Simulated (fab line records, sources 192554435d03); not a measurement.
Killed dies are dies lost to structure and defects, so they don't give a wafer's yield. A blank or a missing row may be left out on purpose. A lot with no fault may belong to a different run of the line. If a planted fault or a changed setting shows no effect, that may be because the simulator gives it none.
Comparing a struck lot with a sound one -- flow n5_finfet -- 15 out of 1938 route steps
Sound: these wafers, L578.2, L578.4, L578.5. Struck: wafer L587.5. (L587.3 of the same lot was not struck and is left out.) The cause comes at the end.
Order at every step that has rows: each side's tool, ch and its chambers, its first start. Under that, the readings that differ: sound wafers -- struck wafers -- difference of the means -- sigmas: that difference in standard deviations of wafers without a fault.
alike: words and numbers the same on both sides, and readings whose means are apart by under 2 such deviations; not compared: readings that were withheld, readings missing a value for some wafer, numbers with overlapping values and no deviation given by the record, and bounds like >300 which may hide the same value.
Wherever a step has rows on one side only, a row that says differs or no value, or a row with sigmas, the two part there. Numbers that don't overlap but have no deviation are shown without sigmas and don't part them. A reading missing from all wafers of one side parts the sides only when that side holds two or more wafers.

N5_BEOL_M0_SAQP_HM_OPEN_112: chemistry CHF3/O2, target SiO2, stops on a-Si, target depth 12 nm, time 13.5 s.
  sound on rie_diel-06 ch 1,2,3, day 6 15:46; struck on rie_diel-06 ch 3, day 8 21:33
  alike: O2_flow_sccm, drypump_motor_current_A, oes_product_au, rf_vpp_V, showerhead_plenum_p_Torr, throttle_valve_pct
  not compared: rf_hours_counter_h
then, 1 step without rows for these wafers: N5_BEOL_M0_SAQP_STRIP_113 (strips in CHF3/O2).
N5_BEOL_M0_SAQP_MANDREL_ETCH_20: etches a-Si in HBr/Cl2, stops on SiNx, target depth 60 nm, bt time 10 s, time 30 s.
  sound on rie_si-01 ch 2,3, day 6 15:51; struck on rie_si-06 ch 1, day 8 21:38
  alike: drypump_motor_current_A, oes_product_au, throttle_valve_pct
  not compared: rf_hours_counter_h
N5_BEOL_M0_SAQP_STRIP_86: strips in N2/H2.
  sound on rie_diel-06 ch 0,2, day 6 15:58; struck on rie_diel-01 ch 0, day 8 21:44
reading,sound,struck,difference,sigmas
throttle_valve_pct (%),19.50 19.15 19.49,18.82,-0.56,-2
  alike: drypump_motor_current_A, oes_product_au, rf_vpp_V, showerhead_plenum_p_Torr
  not compared: rf_hours_counter_h
then, 2 steps without rows for these wafers: N5_BEOL_M0_SAQP_STRIP_115 (strips in post etch residue remover, time 60 s); N5_BEOL_M0_SAQP_SRD_93 (time 30 s).
N5_BEOL_M0_SAQP_RECESS_114: chemistry HF/NH3, target SiO2, target depth 14.4 nm, afs cycles 3, sublimation time 60 s.
  sound on vapor_etch-02 ch 0,1, day 6 16:05; struck on vapor_etch-01 ch 1, day 8 21:59
  alike: drypump_motor_current_A
then, 1 step without rows for these wafers: N5_BEOL_M0_SAQP_SPACER1_ALD_98 (deposits SiO2, target thk 12.8 nm, pulse time 1 s, purge time 2 s).
N5_BEOL_M0_SAQP_SPACER1_ETCHBACK_99: etches SiO2 in CHF3/O2, target depth 15.4 nm, time 7.7 s.
  sound on rie_diel-01 ch 0,1,2, day 6 16:57; struck on rie_diel-02 ch 0, day 8 22:43
reading,sound,struck,difference,sigmas
throttle_valve_pct (%),19.12 18.76 18.70,19.50,+0.64,+2
  alike: O2_flow_sccm, drypump_motor_current_A, oes_product_au, rf_vpp_V, showerhead_plenum_p_Torr
  not compared: rf_hours_counter_h
then, 1 step without rows for these wafers: N5_BEOL_M0_SAQP_MANDREL1_REMOVE_100 (chemistry HBr/Cl2/O2, target a-Si, stops on SiNx, bt time 10 s).
N5_BEOL_M0_SAQP_CD_MEAS_25: the cd target is 13.1 nm.
  sound on cd_sem-02 ch 0, day 6 17:09; struck on cd_sem-01 ch 0, day 8 22:55
  alike: cd_nm
then, 1 step without rows for these wafers: N5_BEOL_M0_SAQP_ETCH_101 (etches SiNx in CH3F/O2, target depth 29.9 nm, time 42.7 s).
N5_BEOL_M0_SAQP_ETCH_102: etches SiO2 in CF4, target depth 4 nm, time 4.4 s.
  sound on rie_si-04 ch 1,3, day 6 17:18; struck on rie_si-01 ch 0, day 8 23:04
reading,sound,struck,difference,sigmas
oes_product_au (a.u.),0.983 1.031 1.037,0.842,-0.175,-8
model.etch.depth_nm (nm),3.868 4.018 4.022,3.114,-0.855,
  alike: drypump_motor_current_A, throttle_valve_pct
  not compared: rf_hours_counter_h
then, 1 step without rows for these wafers: N5_BEOL_M0_SAQP_MANDREL_ETCH_103 (etches a-Si in HBr/Cl2, stops on SiCN, target depth 45 nm, bt time 10 s, time 27 s).
-- the record jumps here: 2 days lie between the struck wafers' starts before and after (it left off in module BEOL_M0_SAQP and takes up again in module BEOL_M4, whose first step shown is number 1111 of the route) --
N5_BEOL_M4_RC_MEAS_101:
  sound on prober-01 ch 0, day 8 21:38; struck on prober-02 ch 0, day 11 07:45
reading,sound,struck,difference,sigmas
SS_N (mV/dec),70.7 71.9 71.2,72.9,+1.6,+3
  alike: DIBL_N, DIBL_P, IOFF_N, IOFF_P, ION_N, ION_P, SS_P, VT_N, VT_P

WHERE THEY PART
At N5_BEOL_M0_SAQP_STRIP_86 first; at N5_BEOL_M4_RC_MEAS_101 last (within this record only).

WHY: whatever the simulator had introduced
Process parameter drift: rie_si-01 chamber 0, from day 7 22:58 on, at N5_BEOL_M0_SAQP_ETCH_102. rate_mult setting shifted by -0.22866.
